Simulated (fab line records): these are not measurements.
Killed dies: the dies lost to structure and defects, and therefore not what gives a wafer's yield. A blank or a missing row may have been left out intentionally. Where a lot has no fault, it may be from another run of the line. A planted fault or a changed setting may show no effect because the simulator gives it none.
fab line records    flow n5Finfet    part 1 of 2: steps 1 to 22 of 36
record lots=5  wafers=15  lastDay=17
route steps=1938 shown BEOL_M13@1710 BEOL_M14@1716
lots untouched by any fault: they come from a run of this same line in which no faults occurred
startH: hours from the record's opening day to when the first of the lot's shown wafers began    waitH: hours since the lot's step before    " as in the row above    L1.1+2: a single row standing in for several wafers    - no value present, or no start provided    * or withheld: withheld    < > ~ a bound
route shown NAME@n: names a module that has steps shown in the file, with the first one's number in the route    usual: mean/standard deviation taken from wafers without a fault    same: alike in all rows    chamber/n: place in a boat    sites: readings site by site    _std_site: how widely they spread, as a standard deviation    _edge_site: mean of outer sites minus mean of inner sites    radiusMm: how far each site lies from the wafer's centre    mask NAME#n: copy n    behind: the tool/chamber that last shaped the wafer    hold: why the lot went on hold/how many hours it stayed there/how the hold came to an end    device: the transistor (n, p or np) that didn't switch    end of line: at the end of the route, the tests of the same wafers    a step without rows: its recipe alone    killed: dies that structure and defects cost at the first sort, which is not the same as the wafer's yield    map: dies across one wafer; x = killed, . = not, _ = none there
set.NAME: the setting the step ran with; set.NAME@STEP: the setting that earlier step ran with    model.NAME: the simulator's own value behind a step, which no gauge read
a table for each step, a row for each wafer; lots at some steps of the route
services: a tool's chamber out of use, with start hour (startH, from the record's first day; less than 0 if before it), hours out, and reason
## steps
# step N5_BEOL_M13_CMP_49
# recipe stopOn=SiOC  tOverpolishS=17.1  downForcePsi=1  platenRpm=50  clearingPlatenDownForcePsi=1.5  clearingPlatenRpm=50  postCmpClean=cuAlkaline  targetThkNm=420  clearingPlatenPadVelocityMS=0.99484  padVelocityMS=0.99484
# usual barrierFieldEndpointS=30.5/0.79  motorCurrentA=6.0/0.62  overpolishRunS=17.099/0.0093  platenRpm=50.00/0.038
# same tOverpolishS=17.1
lot.wafer  tool    chamber  startH  waitH  barrierFieldEndpointS  motorCurrentA  overpolishRunS  platenRpm
L075.3     cmp-03  2        237.01  0.2    29.7                   6.2            17.082          50.01
L075.1     "       3        "       "      29.6                   6.9            17.090          50.05
L075.5     "       0        "       "      31.8                   6.2            17.104          50.03
L080.4     cmp-03  2        272.35  0.2    28.6                   6.6            17.091          50.00
L080.2     "       3        "       "      30.4                   6.5            17.099          49.99
L080.5     "       1        "       "      30.7                   5.8            17.092          49.99
L081.4     cmp-03  3        284.96  0.2    30.8                   6.2            17.116          50.07
L081.3     "       0        "       "      32.6                   6.3            17.108          49.94
L081.6     "       2        "       "      29.4                   6.6            17.110          50.00
L091.2     cmp-01  0        355.64  0.2    29.8                   5.6            17.116          50.04
L091.4     "       2        "       "      29.2                   5.7            17.097          49.92
L091.3     "       3        "       "      28.8                   5.3            17.109          49.94
L095.1     cmp-02  1        384.95  0.3    31.0                   6.4            17.093          49.99
L095.4     "       2        "       "      30.5                   6.8            17.099          50.02
L095.2     "       3        "       "      31.7                   7.4            17.083          50.05
# step N5_BEOL_M13_THK_MEAS_50
# recipe thkMeasGauge=xrf  reads=Cu_of_BEOL_M13_ECD_47
# usual M13_THK=426/6.5
lot.wafer  tool          chamber  startH  waitH  M13_THK[nm]
L075.1     filmMetro-02  -        237.23  -      421
L075.3     "             -        "       "      420
L075.5     "             -        "       "      423
L080.2     filmMetro-01  -        272.61  -      426
L080.4     "             -        "       "      433
L080.5     "             -        "       "      420
L081.3     filmMetro-01  -        285.22  -      431
L081.4     "             -        "       "      422
L081.6     "             -        "       "      429
L091.2     filmMetro-01  -        355.93  -      434
L091.3     "             -        "       "      431
L091.4     "             -        "       "      430
L095.1     filmMetro-02  -        385.20  -      431
L095.2     "             -        "       "      424
L095.4     "             -        "       "      429
# step N5_BEOL_M13_PRE_CLEAN_52
# recipe gas=NH3  timeS=15  tempC=withheld  rfPowerW=300
# usual rfFwdPowerW=295.3/1.7
lot.wafer  tool      chamber  startH  waitH  rfFwdPowerW
L075.1     pecvd-03  0        237.26  0.0    291.7
L075.3     "         1        "       "      296.4
L075.5     "         2        "       "      296.0
L080.2     pecvd-03  2        272.65  0.0    295.9
L080.4     "         0        "       "      293.1
L080.5     "         1        "       "      295.0
L081.3     pecvd-03  2        285.25  0.0    296.6
L081.4     "         0        "       "      292.3
L081.6     "         2        "       "      296.6
L091.2     pecvd-04  0        355.97  0.0    296.9
L091.3     "         1        "       "      292.4
L091.4     "         2        "       "      296.5
L095.1     pecvd-02  1        385.24  0.0    296.5
L095.2     "         0        "       "      296.2
L095.4     "         0        "       "      297.8
# step N5_BEOL_M13_DEP_53
# recipe material=SiCN  targetThkA=500  tempC=withheld  precursor=3MS/NH3  pressureTorr=3  rfW=675  timeS=17.8
# usual rfFwdPowerW=667/4  showerheadPlenumPTorr=4.165/0.015  throttleValvePct=18.0/1.2
lot.wafer  tool      chamber  startH  waitH  rfFwdPowerW  showerheadPlenumPTorr  throttleValvePct
L075.1     pecvd-03  0        237.29  0.0    669          4.165                  18.7
L075.3     "         1        "       "      671          4.159                  17.4
L075.5     "         2        "       "      669          4.191                  18.1
L080.2     pecvd-03  2        272.67  0.0    669          4.171                  18.3
L080.4     "         0        "       "      665          4.185                  18.4
L080.5     "         1        "       "      667          4.159                  17.5
L081.3     pecvd-03  2        285.28  0.0    673          4.175                  18.1
L081.4     "         0        "       "      662          4.174                  18.8
L081.6     "         2        "       "      674          4.165                  18.3
L091.2     pecvd-04  0        356.00  0.0    669          4.133                  20.7
L091.3     "         1        "       "      660          4.164                  17.1
L091.4     "         2        "       "      674          4.137                  17.4
L095.1     pecvd-02  1        385.26  0.0    671          4.145                  18.0
L095.2     "         0        "       "      669          4.182                  18.9
L095.4     "         0        "       "      667          4.185                  18.7
# step N5_BEOL_M13_RS_MEAS_54
# recipe thkMeasGauge=four-point-probe  reads=Cu_of_BEOL_M13_ECD_47+Ta_of_BEOL_M13_SPUTTER_44+TaN_of_BEOL_M13_SPUTTER_43
# usual M13_RS=0.0449/0.00062
lot.wafer  tool          chamber  startH  waitH  M13_RS[ohm/sq]
L075.1     filmMetro-01  -        237.35  0.0    0.0455
L075.3     "             -        "       "      0.0457
L075.5     "             -        "       "      0.0454
L080.2     filmMetro-01  -        272.74  0.1    0.0448
L080.4     "             -        "       "      0.0442
L080.5     "             -        "       "      0.0455
L081.3     filmMetro-02  -        285.35  0.1    0.0439
L081.4     "             -        "       "      0.0448
L081.6     "             -        "       "      0.0441
L091.2     filmMetro-02  -        356.06  0.1    0.0447
L091.3     "             -        "       "      0.0449
L091.4     "             -        "       "      0.0449
L095.1     filmMetro-01  -        385.33  0.0    0.0446
L095.2     "             -        "       "      0.0451
L095.4     "             -        "       "      0.0448
# step N5_BEOL_M13_INSPECT_55
# recipe inspectInstrument=darkfield  mode=postDep
# usual rawDefectCount=74/22
lot.wafer  tool              chamber  startH  waitH  rawDefectCount
L075.1     defectInspect-01  -        237.38  0.0    74
L075.3     "                 -        "       "      54
L075.5     "                 -        "       "      85
L080.2     defectInspect-02  -        272.77  0.0    85
L080.4     "                 -        "       "      70
L080.5     "                 -        "       "      74
L081.3     defectInspect-02  -        285.37  0.0    79
L081.4     "                 -        "       "      52
L081.6     "                 -        "       "      64
L091.2     defectInspect-01  -        356.09  0.0    41
L091.3     "                 -        "       "      45
L091.4     "                 -        "       "      56
L095.1     defectInspect-01  -        385.36  0.0    86
L095.2     "                 -        "       "      74
L095.4     "                 -        "       "      61
# step N5_BEOL_M14_ILD_DEP_00
# recipe material=SiO2  targetThkA=11193  tempC=400  precursor=TEOS/O2  pressureTorr=6.5  rfW=900  teosFlowSccm=161.4  gas=O2  flowSccm=2650  timeS=237.4
# usual heaterPowerW=581/140  rfFwdPowerW=897.7/2.9  showerheadPlenumPTorr=8.316/0.03  throttleValvePct=18.7/1.1
lot.wafer  tool      chamber  startH  waitH  heaterPowerW  rfFwdPowerW  showerheadPlenumPTorr  throttleValvePct
L075.1     pecvd-01  1        237.42  0.0    661           896.4        8.273                  18.9
L075.3     "         2        "       "      829           894.8        8.321                  19.2
L075.5     "         2        "       "      869           899.4        8.302                  19.0
L080.2     pecvd-04  0        272.80  0.0    504           898.3        8.321                  21.2
L080.4     "         1        "       "      486           892.4        8.376                  17.7
L080.5     "         0        "       "      562           897.3        8.325                  21.4
L081.3     pecvd-02  2        285.41  0.0    379           895.6        8.365                  16.7
L081.4     "         0        "       "      497           896.4        8.365                  19.4
L081.6     "         2        "       "      444           901.0        8.385                  16.9
L091.2     pecvd-01  2        356.13  0.0    790           900.1        8.328                  19.0
L091.3     "         1        "       "      650           894.9        8.279                  18.6
L091.4     "         2        "       "      850           901.9        8.311                  19.1
L095.1     pecvd-02  2        385.39  0.0    496           895.8        8.367                  17.0
L095.2     "         1        "       "      517           901.8        8.324                  18.7
L095.4     "         1        "       "      391           902.7        8.337                  18.3
# step N5_BEOL_M14_THK_MEAS_01
# recipe reads=SiO2_of_BEOL_M14_ILD_DEP_00
# usual M14_ILD_THK=1114/19
lot.wafer  tool          chamber  startH  waitH  M14_ILD_THK[nm]
L075.1     filmMetro-01  -        237.61  0.1    1070
L075.3     "             -        "       "      1076
L075.5     "             -        "       "      1108
L080.2     filmMetro-02  -        272.99  0.1    1115
L080.4     "             -        "       "      1116
L080.5     "             -        "       "      1126
L081.3     filmMetro-02  -        285.60  0.1    1141
L081.4     "             -        "       "      1159
L081.6     "             -        "       "      1151
L091.2     filmMetro-01  -        356.32  0.1    1112
L091.3     "             -        "       "      1106
L091.4     "             -        "       "      1133
L095.1     filmMetro-02  -        385.58  0.1    1125
L095.2     "             -        "       "      1112
L095.4     "             -        "       "      1131
# step N5_BEOL_M14_COAT_58
# recipe resist=BARC  tempC=205  timeS=60  spinRpm=1500  resistThkNm=89
lot.wafer   tool           chamber  startH  waitH
L075.1+3+5  lithoTrack-01  0        237.64  0.0
L080.2+4+5  lithoTrack-04  0        273.02  0.0
L081.3+4+6  lithoTrack-03  0        285.63  0.0
L091.2+3+4  lithoTrack-03  0        356.35  0.0
L095.1+2+4  lithoTrack-04  0        385.62  0.0
# step N5_BEOL_M14_COAT_04
# recipe spinRpm=1704  resistThkNm=800
lot.wafer   tool           chamber  startH  waitH
L075.1+3+5  lithoTrack-01  0        -       -
L080.2+4+5  lithoTrack-04  0        -       -
L081.3+4+6  lithoTrack-03  0        -       -
L091.2+3+4  lithoTrack-03  0        -       -
L095.1+2+4  lithoTrack-04  0        -       -
# step N5_BEOL_M14_EBR_06
# recipe solvent=PGMEA  ebrWidthMm=1.5
lot.wafer   tool           chamber  startH  waitH
L075.1+3+5  lithoTrack-01  0        -       -
L080.2+4+5  lithoTrack-04  0        -       -
L081.3+4+6  lithoTrack-03  0        -       -
L091.2+3+4  lithoTrack-03  0        -       -
L095.1+2+4  lithoTrack-04  0        -       -
# step N5_BEOL_M14_SOFTBAKE_05
# recipe tempC=130  timeS=60
lot.wafer   tool           chamber  startH  waitH
L075.1+3+5  lithoTrack-01  0        -       -
L080.2+4+5  lithoTrack-04  0        -       -
L081.3+4+6  lithoTrack-03  0        -       -
L091.2+3+4  lithoTrack-03  0        -       -
L095.1+2+4  lithoTrack-04  0        -       -
# step N5_BEOL_M14_EXPOSE_07
# recipe maskId=V13  na=0.8  sourceShape=annular  sigmaInner=0.5  sigmaOuter=0.8  polarization=unpolarized  attpsmPhaseDeg=180  doseMj=57
# usual stageVelMmS=500.06/0.23
lot.wafer  tool           chamber  startH  waitH  mask   stageVelMmS
L075.1     krfScanner-01  0        237.74  -      V13#0  499.98
L075.3     "              0        "       "      V13#0  500.14
L075.5     "              0        "       "      V13#0  500.00
L080.2     krfScanner-01  0        273.26  -      V13#0  500.22
L080.4     "              0        "       "      V13#0  499.86
L080.5     "              0        "       "      V13#0  499.45
L081.3     krfScanner-01  0        285.74  -      V13#0  500.13
L081.4     "              0        "       "      V13#0  500.09
L081.6     "              0        "       "      V13#0  500.06
L091.2     krfScanner-02  0        356.45  -      V13#0  500.18
L091.3     "              0        "       "      V13#0  500.00
L091.4     "              0        "       "      V13#0  500.13
L095.1     krfScanner-01  0        385.84  -      V13#0  499.88
L095.2     "              0        "       "      V13#0  500.42
L095.4     "              0        "       "      V13#0  500.13
# step N5_BEOL_M14_PEB_08
# recipe pebTempC=130  pebTimeS=90
lot.wafer   tool           chamber  startH  waitH
L075.1+3+5  lithoTrack-01  0        237.80  0.1
L080.2+4+5  lithoTrack-03  0        273.31  0.0
L081.3+4+6  lithoTrack-03  0        285.79  0.0
L091.2+3+4  lithoTrack-03  0        356.51  0.0
L095.1+2+4  lithoTrack-03  0        385.90  0.1
# step N5_BEOL_M14_DEVELOP_09
# recipe developTimeS=45  rinseLiquid=diw  dry=airSpin  devTempC=21
lot.wafer   tool           chamber  startH  waitH
L075.1+3+5  lithoTrack-01  0        -       -
L080.2+4+5  lithoTrack-03  0        -       -
L081.3+4+6  lithoTrack-03  0        -       -
L091.2+3+4  lithoTrack-03  0        -       -
L095.1+2+4  lithoTrack-03  0        -       -
# step N5_BEOL_M14_HARDBAKE_14
# recipe tempC=130  timeS=120
lot.wafer   tool           chamber  startH  waitH
L075.1+3+5  lithoTrack-01  0        -       -
L080.2+4+5  lithoTrack-03  0        -       -
L081.3+4+6  lithoTrack-03  0        -       -
L091.2+3+4  lithoTrack-03  0        -       -
L095.1+2+4  lithoTrack-03  0        -       -
# step N5_BEOL_M14_CD_MEAS_10
# recipe targetCdNm=250  landingEnergyEv=500  detector=seInlens  polarity=opening
# usual cdNm=249.8/2
lot.wafer  tool      chamber  startH  waitH  cdNm
L075.1     cdSem-03  0        237.92  -      247.8
L075.3     "         0        "       "      252.1
L075.5     "         0        "       "      250.8
L080.2     cdSem-03  0        273.43  -      250.7
L080.4     "         0        "       "      246.1
L080.5     "         0        "       "      251.7
L081.3     cdSem-01  0        285.91  -      250.8
L081.4     "         0        "       "      251.7
L081.6     "         0        "       "      247.7
L091.2     cdSem-03  0        356.62  -      244.7
L091.3     "         0        "       "      251.8
L091.4     "         0        "       "      249.9
L095.1     cdSem-01  0        386.02  -      250.3
L095.2     "         0        "       "      247.7
L095.4     "         0        "       "      253.0
# step N5_BEOL_M14_OVL_MEAS_11
# recipe pointsPerWafer=44
# usual V13_OVL=1/5.4
lot.wafer  tool        chamber  startH  waitH  V13_OVL[nm]
L075.1     overlay-01  0        237.95  0.0    7
L075.3     "           0        "       "      7
L075.5     "           0        "       "      9
L080.2     overlay-01  0        273.46  0.0    3
L080.4     "           0        "       "      0
L080.5     "           0        "       "      2
L081.3     overlay-01  0        285.93  0.0    2
L081.4     "           0        "       "      -9
L081.6     "           0        "       "      -9
L091.2     overlay-02  0        356.65  0.0    2
L091.3     "           0        "       "      1
L091.4     "           0        "       "      12
L095.1     overlay-01  0        386.05  0.0    -3
L095.2     "           0        "       "      -5
L095.4     "           0        "       "      -10
# step N5_BEOL_M14_INSPECT_12
# recipe mode=adi  inspectInstrument=macro
# usual rawDefectCount=2.0/1.4
lot.wafer  tool              chamber  startH  waitH  rawDefectCount
L075.1     defectInspect-02  -        237.97  0.0    3
L075.3     "                 -        "       "      3
L075.5     "                 -        "       "      3
L080.2     defectInspect-01  -        273.48  0.0    0
L080.4     "                 -        "       "      1
L080.5     "                 -        "       "      1
L081.3     defectInspect-02  -        285.96  0.0    1
L081.4     "                 -        "       "      2
L081.6     "                 -        "       "      4
L091.2     defectInspect-02  -        356.68  0.0    0
L091.3     "                 -        "       "      2
L091.4     "                 -        "       "      2
L095.1     defectInspect-02  -        386.07  0.0    5
L095.2     "                 -        "       "      3
L095.4     "                 -        "       "      2
# step N5_BEOL_M14_DESCUM_15
# recipe chemistry=O2  timeS=7.9  sourcePowerW=50  biasPowerW=20  pressureMtorr=20  rfFrequencyHz=2.712e+07  tempC=40  o2FlowSccm=225
# usual drypumpMotorCurrentA=5.9/0.49  oesProductAu=0.83/0.094  rfFwdPowerW=49.35/0.21  rfVppV=242.8/1.5  showerheadPlenumPTorr=2.08/0.091  throttleValvePct=20.31/0.21
lot.wafer  tool        chamber  startH  waitH  drypumpMotorCurrentA  oesProductAu  rfFwdPowerW  rfHoursCounterH  rfVppV  showerheadPlenumPTorr  throttleValvePct
L075.1     rieDiel-05  3        238.20  0.2    5.6                   1.00          49.27        3                241.2   2.04                   20.29
L075.3     "           0        "       "      5.7                   0.93          49.56        7                244.5   2.27                   20.41
L075.5     "           1        "       "      6.1                   0.83          48.95        -                242.7   2.05                   20.23
L080.2     rieDiel-06  3        273.51  0.0    6.5                   0.80          49.48        91               241.6   2.00                   20.21
L080.4     "           0        "       "      6.6                   0.91          49.15        17               244.6   2.05                   20.28
L080.5     "           1        "       "      6.0                   0.95          49.29        -                243.3   2.07                   20.50
L081.3     rieDiel-04  0        285.99  0.0    5.6                   0.92          49.41        21               246.5   2.25                   20.16
L081.4     "           1        "       "      5.2                   0.67          49.52        225              242.0   1.99                   20.14
L081.6     "           0        "       "      5.7                   0.91          49.37        -                246.6   2.25                   20.14
L091.2     rieDiel-04  0        356.71  0.0    5.6                   0.88          49.58        50               245.1   2.24                   20.17
L091.3     "           1        "       "      5.2                   0.65          49.26        254              240.3   1.98                   20.19
L091.4     "           1        "       "      5.2                   0.64          49.06        -                241.5   1.98                   20.18
L095.1     rieDiel-05  2        386.10  0.0    5.1                   0.90          49.40        20               242.2   2.14                   19.93
L095.2     "           3        "       "      5.6                   0.88          49.39        51               244.4   2.03                   20.38
L095.4     "           1        "       "      6.0                   0.78          49.07        115              240.0   2.03                   20.32
# step N5_BEOL_M14_ETCH_59
# recipe chemistry=N2/H2  target=BARC  targetDepthA=890  overetchA=267  timeS=67.9  ionEnergyEv=200  pressureMtorr=30  sourceW=840  biasW=150  n2FlowSccm=200  h2FlowSccm=200
# usual drypumpMotorCurrentA=5.9/0.49  oesProductAu=0.72/0.073  rfFwdPowerW=832.2/2.9  rfVppV=523.3/2.7  showerheadPlenumPTorr=2.53/0.099  throttleValvePct=17.78/0.25
lot.wafer  tool        chamber  startH  waitH  drypumpMotorCurrentA  oesProductAu  rfFwdPowerW  rfHoursCounterH  rfVppV  showerheadPlenumPTorr  throttleValvePct
L075.1     rieDiel-05  3        238.24  0.0    5.6                   0.84          831.1        3                522.6   2.52                   18.06
L075.3     "           0        "       "      5.7                   0.79          829.2        7                527.3   2.69                   17.43
L075.5     "           1        "       "      6.0                   0.70          829.2        -                522.8   2.50                   17.75
L080.2     rieDiel-06  3        273.55  0.0    6.5                   0.70          834.2        91               521.4   2.46                   17.84
L080.4     "           0        "       "      6.6                   0.78          830.7        17               523.3   2.47                   17.62
L080.5     "           1        "       "      6.0                   0.80          832.6        -                522.6   2.49                   17.77
L081.3     rieDiel-04  0        286.03  0.0    5.6                   0.79          829.5        21               528.4   2.71                   17.62
L081.4     "           1        "       "      5.2                   0.60          831.4        225              519.9   2.41                   17.55
L081.6     "           0        "       "      5.6                   0.79          834.6        -                528.2   2.71                   17.62
L091.2     rieDiel-04  0        356.74  0.0    5.6                   0.75          826.1        50               527.5   2.70                   17.68
L091.3     "           1        "       "      5.2                   0.58          835.8        255              518.1   2.40                   17.61
L091.4     "           1        "       "      5.2                   0.58          838.3        -                519.8   2.40                   17.63
L095.1     rieDiel-05  2        386.14  0.0    5.1                   0.78          833.0        20               524.8   2.61                   17.44
L095.2     "           3        "       "      5.6                   0.74          834.3        51               522.3   2.50                   18.13
L095.4     "           1        "       "      6.1                   0.67          828.2        115              520.9   2.48                   17.82
# step N5_BEOL_M14_VIA_ETCH_16
# recipe chemistry=C4F8/O2/Ar  target=SiO2  heInnerTorr=15  heOuterTorr=30  targetDepthA=12313  timeS=withheld  ionEnergyEv=800  pressureMtorr=20  sourceW=1905  biasW=2040  Ar_flow_sccm=400  C4F8_flow_sccm=16  O2_flow_sccm=12  ends=cleared
# usual drypumpMotorCurrentA=5.9/0.49  mfcArSccm=400.1/1.3  oesProductAu=0.76/0.081  rfFwdPowerW=1899/6  rfVppV=2202/49  showerheadPlenumPTorr=3.41/0.14  throttleValvePct=30.70/0.26
lot.wafer  tool        chamber  startH  waitH  drypumpMotorCurrentA  mfcArSccm  oesProductAu  rfFwdPowerW  rfVppV  showerheadPlenumPTorr  throttleValvePct
L075.1     rieDiel-05  3        238.29  0.0    5.6                   402.6      0.89          1905         2147    3.41                   31.24
L075.3     "           0        "       "      5.7                   399.6      0.85          1911         2290    3.67                   30.75
L075.5     "           1        "       "      6.1                   404.2      0.74          1898         2202    3.37                   30.82
L080.2     rieDiel-06  3        273.60  0.0    6.5                   398.3      0.75          1909         2121    3.29                   30.49
L080.4     "           0        "       "      6.6                   400.0      0.82          1898         2196    3.40                   30.94
L080.5     "           1        "       "      6.0                   401.9      0.87          1901         2231    3.34                   30.60
L081.3     rieDiel-04  0        286.08  0.0    5.6                   398.0      0.83          1902         2220    3.68                   30.77
L081.4     "           1        "       "      5.2                   399.5      0.61          1895         2184    3.25                   30.11
L081.6     "           0        "       "      5.6                   398.2      0.82          1894         2220    3.68                   30.74
L091.2     rieDiel-04  0        356.80  0.0    5.7                   398.5      0.78          1896         2218    3.66                   30.77
L091.3     "           1        "       "      5.2                   398.9      0.59          1891         2184    3.24                   30.14
L091.4     "           1        "       "      5.3                   399.0      0.59          1891         2183    3.23                   30.13
L095.1     rieDiel-05  2        386.19  0.0    5.1                   400.8      0.81          1906         2209    3.55                   30.63
L095.2     "           3        "       "      5.6                   400.6      0.78          1898         2145    3.39                   31.29
L095.4     "           1        "       "      6.1                   398.8      0.69          1894         2198    3.35                   30.85
